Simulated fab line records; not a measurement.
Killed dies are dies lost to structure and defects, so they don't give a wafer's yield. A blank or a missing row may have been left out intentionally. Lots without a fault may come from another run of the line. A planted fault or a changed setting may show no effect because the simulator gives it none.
fab line records    flow nandHarc    part 2 of 2: steps 28 to 36 of 36
record: lots: 5  wafers: 15  lastDay: 24
route steps=1159 shown A_WL_FILL@830 A_CONTACT@840
lots with no fault: from the same line, run without faults
startH: hours from the record's opening day to when the first of the lot's shown wafers began    waitH: hours from the lot's prior step to this one    " same as the row above    L1.1+2: a row that stands for several wafers    - no value present, or no start provided    * or withheld: withheld    < > ~ a bound
route shown NAME@n: a module of which the file shows steps, and the number in the route of the first    usual: average and standard deviation across the fault-free wafers    same: alike in all rows    chamber/n: place in a boat    sites: per-site readings    _std_site: how widely they spread, as a standard deviation    _edge_site: inner sites' mean taken away from outer sites' mean    radiusMm: for every site, how far away it sits from the centre of the wafer    mask NAME#n: copy n    behind: the tool/chamber that last shaped the wafer    hold: reason for holding the lot/hours on hold/outcome of the hold    device: the n, p or np transistor that did not switch    end of line: the route-end tests of the same wafers    a step given without rows: its recipe and nothing more    killed: the dies lost at the first sort to structure and to defects; this is not the yield of the wafer    map: a wafer's dies, marking killed ones x, the rest . and places with no die _
set.NAME: setting as actually run; set.NAME@STEP: the setting as run at that earlier step    model.NAME: the simulator's own value behind a step, which no gauge read
a table for each step, a row for each wafer; lots at some steps of the route
services: when a tool's chamber went out of use (startH, in hours from the record's first day, below 0 if earlier), for how many hours, and the reason
== steps ==
step: NHARC_A_CONTACT_ETCH_51
recipe: targetDepthA: 36000  overEtchFrac: 0.3  timeS: 936  ionEnergyEv: 150  o2FlowSccm: 400  cosFlowSccm: 20  arFlowSccm: 0  rfW: 500  biasW: 300  chemistry: O2/COS
usual: drypumpMotorCurrentA: 5.83/0.26  oesProductAu: 0.999/0.01  rfVppV: 313.4/2.1  showerheadPlenumPTorr: 3.07/0.13  throttleValvePct: 28.330/0.0094
lot.wafer  tool        chamber  startH  waitH  drypumpMotorCurrentA  oesProductAu  rfHoursCounterH  rfVppV  showerheadPlenumPTorr  throttleValvePct
L075.1     rieDiel-09  2        -       -      6.05                  0.993         19               310.6   2.90                   28.331
L075.3     "           0        "       "      5.78                  0.999         20               312.0   2.97                   28.339
L075.2     "           1        "       "      5.48                  1.003         19               313.0   2.95                   28.311
L078.1     rieDiel-09  2        -       -      6.04                  0.985         27               310.4   2.89                   28.326
L078.5     "           3        "       "      6.08                  1.018         -                314.5   3.16                   28.328
L078.6     "           0        "       "      5.76                  0.989         -                311.6   2.97                   28.326
L090.3     rieDiel-03  2        -       -      5.89                  1.008         25               316.8   3.21                   28.328
L090.5     "           3        "       "      5.73                  1.003         -                313.3   2.97                   28.342
L090.6     "           0        "       "      5.88                  0.999         -                314.5   3.09                   28.322
L095.1     rieDiel-09  2        -       -      5.99                  1.009         9                315.7   3.37                   28.319
L095.4     "           3        "       "      6.11                  0.994         9                315.3   3.15                   28.338
L095.2     "           0        "       "      5.78                  1.002         10               311.0   2.96                   28.333
L096.3     rieDiel-03  0        -       -      5.88                  0.992         39               315.0   3.08                   28.338
L096.5     "           1        "       "      5.63                  1.003         -                312.9   3.11                   28.331
L096.6     "           2        "       "      5.87                  1.021         -                315.3   3.20                   28.333
step: NHARC_A_CONTACT_ETCH_111
recipe: sourceW: withheld  pressureMtorr: 20  biasV: withheld  timeS: 140  targetDepthA: 7000  arFlowSccm: withheld  c4f8FlowSccm: withheld  o2FlowSccm: withheld  chemistry: C4F8/O2/Ar
lot.wafer  tool           chamber  startH  waitH  rfHoursCounterH
L075.2     harCapEtch-03  0        366.72  -      83
L075.1     "              1        "       "      83
L075.3     "              0        "       "      -
L078.1     harCapEtch-02  0        410.54  -      13
L078.6     "              1        "       "      -
L078.5     "              0        "       "      -
L090.3     harCapEtch-02  1        464.35  -      -
L090.6     "              0        "       "      -
L090.5     "              1        "       "      -
L095.1     harCapEtch-02  0        494.72  -      29
L095.2     "              1        "       "      29
L095.4     "              1        "       "      -
L096.3     harCapEtch-01  0        505.72  -      -
L096.5     "              1        "       "      -
L096.6     "              0        "       "      -
step: NHARC_A_CONTACT_ETCH_112
recipe: sourceW: withheld  pressureMtorr: 20  biasV: 3000  timeS: 94  targetDepthA: 9220  arFlowSccm: withheld  c4f8FlowSccm: withheld  o2FlowSccm: withheld  chemistry: C4F8/O2/Ar
lot.wafer  tool           chamber  startH  waitH  rfHoursCounterH
L075.2     harCapEtch-03  0        366.98  0.2    83
L075.1     "              1        "       "      83
L075.3     "              0        "       "      -
L078.1     harCapEtch-02  0        410.78  0.2    13
L078.6     "              1        "       "      -
L078.5     "              0        "       "      -
L090.3     harCapEtch-02  1        464.50  0.1    -
L090.6     "              0        "       "      -
L090.5     "              1        "       "      -
L095.1     harCapEtch-02  0        494.93  0.2    29
L095.2     "              1        "       "      29
L095.4     "              1        "       "      -
L096.3     harCapEtch-01  0        505.87  0.1    -
L096.5     "              1        "       "      -
L096.6     "              0        "       "      -
step: NHARC_A_CONTACT_ETCH_113
recipe: sourceW: withheld  pressureMtorr: 20  biasV: 3000  timeS: 94  targetDepthA: 9220  arFlowSccm: withheld  c4f8FlowSccm: withheld  o2FlowSccm: withheld  chemistry: C4F8/O2/Ar
lot.wafer  tool           chamber  startH  waitH  rfHoursCounterH
L075.2     harCapEtch-03  0        367.11  0.1    83
L075.1     "              1        "       "      83
L075.3     "              0        "       "      -
L078.1     harCapEtch-02  0        410.90  0.1    13
L078.6     "              1        "       "      -
L078.5     "              0        "       "      -
L090.3     harCapEtch-02  1        464.59  0.1    -
L090.6     "              0        "       "      -
L090.5     "              1        "       "      -
L095.1     harCapEtch-02  0        495.02  0.1    29
L095.2     "              1        "       "      29
L095.4     "              1        "       "      -
L096.3     harCapEtch-01  0        505.96  0.1    -
L096.5     "              1        "       "      -
L096.6     "              0        "       "      -
step: NHARC_A_CONTACT_ETCH_114
recipe: sourceW: withheld  pressureMtorr: 20  biasV: 3000  timeS: 94  targetDepthA: 9220  arFlowSccm: withheld  c4f8FlowSccm: withheld  o2FlowSccm: withheld  chemistry: C4F8/O2/Ar
lot.wafer  tool           chamber  startH  waitH  rfHoursCounterH
L075.2     harCapEtch-03  0        367.23  0.1    83
L075.1     "              1        "       "      83
L075.3     "              0        "       "      -
L078.1     harCapEtch-02  0        411.02  0.1    13
L078.6     "              1        "       "      -
L078.5     "              0        "       "      -
L090.3     harCapEtch-02  1        464.68  0.1    -
L090.6     "              0        "       "      -
L090.5     "              1        "       "      -
L095.1     harCapEtch-02  0        495.11  0.1    29
L095.2     "              1        "       "      29
L095.4     "              1        "       "      -
L096.3     harCapEtch-01  0        506.05  0.1    -
L096.5     "              1        "       "      -
L096.6     "              0        "       "      -
step: NHARC_A_CONTACT_ETCH_115
recipe: sourceW: withheld  pressureMtorr: 20  biasV: 3000  timeS: 94  targetDepthA: 9220  arFlowSccm: withheld  c4f8FlowSccm: withheld  o2FlowSccm: withheld  chemistry: C4F8/O2/Ar
lot.wafer  tool           chamber  startH  waitH  rfHoursCounterH
L075.2     harCapEtch-03  0        367.35  0.1    84
L075.1     "              1        "       "      84
L075.3     "              0        "       "      -
L078.1     harCapEtch-02  0        411.14  0.1    13
L078.6     "              1        "       "      -
L078.5     "              0        "       "      -
L090.3     harCapEtch-02  1        464.77  0.1    -
L090.6     "              0        "       "      -
L090.5     "              1        "       "      -
L095.1     harCapEtch-02  0        495.20  0.1    29
L095.2     "              1        "       "      29
L095.4     "              1        "       "      -
L096.3     harCapEtch-01  0        506.14  0.1    -
L096.5     "              1        "       "      -
L096.6     "              0        "       "      -
step: NHARC_A_CONTACT_ETCH_116
recipe: sourceW: withheld  pressureMtorr: 20  biasV: 3000  timeS: 94  targetDepthA: 9220  arFlowSccm: withheld  c4f8FlowSccm: withheld  o2FlowSccm: withheld  chemistry: C4F8/O2/Ar
lot.wafer  tool           chamber  startH  waitH  rfHoursCounterH
L075.2     harCapEtch-03  0        367.47  0.1    84
L075.1     "              1        "       "      84
L075.3     "              0        "       "      -
L078.1     harCapEtch-02  0        411.26  0.1    14
L078.6     "              1        "       "      -
L078.5     "              0        "       "      -
L090.3     harCapEtch-02  1        464.86  0.1    -
L090.6     "              0        "       "      -
L090.5     "              1        "       "      -
L095.1     harCapEtch-02  0        495.29  0.1    29
L095.2     "              1        "       "      29
L095.4     "              1        "       "      -
L096.3     harCapEtch-01  0        506.23  0.1    -
L096.5     "              1        "       "      -
L096.6     "              0        "       "      -
step: NHARC_A_CONTACT_ETCH_117
recipe: sourceW: withheld  pressureMtorr: 20  biasV: 3000  timeS: 94  targetDepthA: 9220  arFlowSccm: withheld  c4f8FlowSccm: withheld  o2FlowSccm: withheld  chemistry: C4F8/O2/Ar
lot.wafer  tool           chamber  startH  waitH  rfHoursCounterH
L075.2     harCapEtch-03  0        367.59  0.1    84
L075.1     "              1        "       "      84
L075.3     "              0        "       "      -
L078.1     harCapEtch-02  0        411.38  0.1    14
L078.6     "              1        "       "      -
L078.5     "              0        "       "      -
L090.3     harCapEtch-02  1        464.95  0.1    -
L090.6     "              0        "       "      -
L090.5     "              1        "       "      -
L095.1     harCapEtch-02  0        495.38  0.1    29
L095.2     "              1        "       "      29
L095.4     "              1        "       "      -
L096.3     harCapEtch-01  0        506.32  0.1    -
L096.5     "              1        "       "      -
L096.6     "              0        "       "      -
step: NHARC_A_CONTACT_ETCH_118
recipe: sourceW: withheld  pressureMtorr: 20  biasV: 3000  timeS: 94  targetDepthA: 9220  arFlowSccm: withheld  c4f8FlowSccm: withheld  o2FlowSccm: withheld  chemistry: C4F8/O2/Ar
lot.wafer  tool           chamber  startH  waitH  rfHoursCounterH
L075.2     harCapEtch-03  0        367.71  0.1    84
L075.1     "              1        "       "      84
L075.3     "              0        "       "      -
L078.1     harCapEtch-02  0        411.50  0.1    14
L078.6     "              1        "       "      -
L078.5     "              0        "       "      -
L090.3     harCapEtch-02  1        465.04  0.1    -
L090.6     "              0        "       "      -
L090.5     "              1        "       "      -
L095.1     harCapEtch-02  0        495.47  0.1    29
L095.2     "              1        "       "      29
L095.4     "              1        "       "      -
L096.3     harCapEtch-01  0        506.41  0.1    -
L096.5     "              1        "       "      -
L096.6     "              0        "       "      -
== services ==
tool           chamber  startH  hours  kind
harCapEtch-02  -        331.46  12.3   repair
pecvd-04       1        349.16  6.1    repair
rieDiel-09     2        350.26  6.1    repair
pecvd-01       2        361.15  11.4   repair
rieDiel-03     1        362.93  8.5    repair
aldMetal-02    -        364.00  10.0   pm
cmp-01         -        368.70  0.5    repair
cmp-01         -        375.83  4.0    pm
pecvd-04       -        376.46  13.0   pm
cvdW-02        -        378.93  13.0   pm
wetBench-01    -        389.60  8.0    pm
rieDiel-03     -        392.40  9.0    pm
cmp-01         -        395.10  2.0    repair
rieDiel-09     1        416.14  3.3    repair
pecvd-01       -        418.00  13.0   pm
rieDiel-09     -        431.41  9.0    pm
lithoTrack-01  -        443.01  7.0    pm
cmp-01         -        449.78  2.5    repair
wetBench-09    -        464.80  8.0    pm
lithoTrack-06  -        467.00  7.0    pm
pecvd-03       -        473.41  13.0   pm
rieDiel-03     0        486.63  5.8    repair
lithoTrack-04  -        491.00  7.0    pm
wetBench-03    -        498.40  8.0    pm
